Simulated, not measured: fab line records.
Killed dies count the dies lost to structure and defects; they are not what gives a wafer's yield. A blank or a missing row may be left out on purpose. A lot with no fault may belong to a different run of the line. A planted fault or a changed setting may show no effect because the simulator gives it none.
Chamber matching -- flow n5 finfet -- 4 sister chambers for N5_GATE_CUT_DESCUM_18 on rie diel-05
The step chemistry O2, time 7 s. 24 wafers are shown with their chamber, then 12 later ones without.

== WAFERS PAIRED WITH THEIR CHAMBERS ==
wafer,chamber,showerhead plenum p Torr (Torr),drypump motor current A (A),throttle valve pct (%)
L078.1,2,2.22,5.4,20.31
L078.4,0,2.05,6.3,20.61
L078.5,1,2.22,5.3,20.17
L079.1,0,2.05,6.3,20.61
L079.3,2,2.22,5.4,20.33
L079.5,0,2.05,6.3,20.63
L081.1,0,2.05,6.3,20.63
L081.2,3,2.07,5.3,20.29
L081.3,1,2.22,5.3,20.19
L083.2,3,2.07,5.3,20.31
L083.5,0,2.05,6.3,20.63
L083.6,3,2.07,5.3,20.30
L085.2,2,2.22,5.4,20.34
L085.5,2,2.22,5.4,20.33
L085.6,1,2.22,5.3,20.20
L086.3,0,2.05,6.3,20.64
L086.4,3,2.07,5.3,20.30
L086.5,2,2.22,5.4,20.35
L087.1,1,2.22,5.4,20.20
L087.4,3,2.07,5.4,20.32
L087.5,1,2.22,5.3,20.20
L090.1,2,2.22,5.4,20.35
L090.2,3,2.06,5.3,20.31
L090.3,0,2.04,6.3,20.64

SIGNATURES (averages over the wafers above)
reading,chamber 0,chamber 1,chamber 2,chamber 3,scatter within a chamber
showerhead plenum p Torr,2.0486,2.2200,2.2200,2.0683,0.00291
drypump motor current A,6.300,5.320,5.400,5.317,0.0286
throttle valve pct,20.6271,20.1920,20.3350,20.3050,0.0129
Rule: for a wafer and a chamber, the distance is found by dividing, reading by reading, the gap between the wafer's reading and the chamber's mean by the reading's scatter, squaring, summing and taking the root. The wafer belongs to the nearest chamber; if the next one is less than 2 further off, it can't be placed. How the scatter is found: for the shown wafers, subtract from each reading the mean of its chamber, square and add these, divide the total by (wafers less chambers), then take the root.

== WAFERS WITH NO CHAMBER GIVEN ==
wafer,showerhead plenum p Torr (Torr),drypump motor current A (A),throttle valve pct (%)
L091.3,2.06,5.3,20.32
L091.4,2.22,5.4,20.39
L091.6,2.04,6.3,20.65
L093.1,2.06,5.3,20.31
L093.4,2.21,5.5,20.37
L093.6,2.04,6.3,20.66
L096.1,2.21,5.3,20.23
L096.3,2.04,6.3,20.66
L096.4,2.06,5.3,20.34
L097.1,2.21,5.4,20.38
L097.3,2.21,5.3,20.22
L097.6,2.06,5.3,20.33

== WHICH CHAMBER EACH ONE RAN IN ==
wafer,from the rows above,in truth
L091.3,3,3
L091.4,2,2
L091.6,0,0
L093.1,3,3
L093.4,2,2
L093.6,0,0
L096.1,1,1
L096.3,0,0
L096.4,3,3
L097.1,2,2
L097.3,1,1
L097.6,3,3
Correct placement for 12 of the 12. Can't be placed from these rows: 0. 0 placed wrongly.
